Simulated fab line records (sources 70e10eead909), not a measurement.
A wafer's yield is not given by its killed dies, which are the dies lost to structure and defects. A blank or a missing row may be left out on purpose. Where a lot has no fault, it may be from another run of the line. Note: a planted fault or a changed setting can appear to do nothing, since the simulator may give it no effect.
Matching of chambers | flow nand_harc | pecvd-02 running NHARC_A_ONON_D1_DEP_33: 3 sister chambers
The step deposits SiO2, target thk 200 nm. 3 wafers are shown with their chamber, then 8 later ones without.

== WAFERS, EACH WITH ITS CHAMBER ==
wafer  | chamber | showerhead_vpp_V (V)
L086.2 | 1       | 1696
L088.6 | 2       | 1714
L092.2 | 0       | 1850

== WAFERS WITHOUT THEIR CHAMBER ==
wafer  | showerhead_vpp_V (V)
L092.4 | 1670
L092.6 | 1839
L094.2 | 1716
L094.5 | 1685
L094.6 | 1820
L097.3 | 1842
L097.4 | 1762
L097.6 | 1852

== EACH ONE'S CHAMBER ==
wafer  | from the rows above          | in truth
L092.4 | can't be placed: 1 or 2      | 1
L092.6 | 0                            | 0
L094.2 | can't be placed: 2 or 1      | 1
L094.5 | can't be placed: 1 or 2      | 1
L094.6 | 0                            | 0
L097.3 | 0                            | 0
L097.4 | can't be placed: 2 or 1 or 0 | 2
L097.6 | 0                            | 0
Correctly placed: 4 of 8. Cannot be placed on the basis of these rows: 4; the candidates contain the true chamber in 4. Number placed wrongly: 0.
How it was worked out, from the rows above alone: a wafer's distance from a chamber is the root of the sum, over the readings, of the square of ((its reading less the chamber's mean) divided by the reading's scatter). The wafer belongs to the nearest chamber; if the next one is less than 2 further off, it can't be placed. Each chamber's mean is taken over the wafers shown for it. The scatter: root of mean squared gap, hidden wafer to nearest shown wafer, with one shown wafer a chamber.
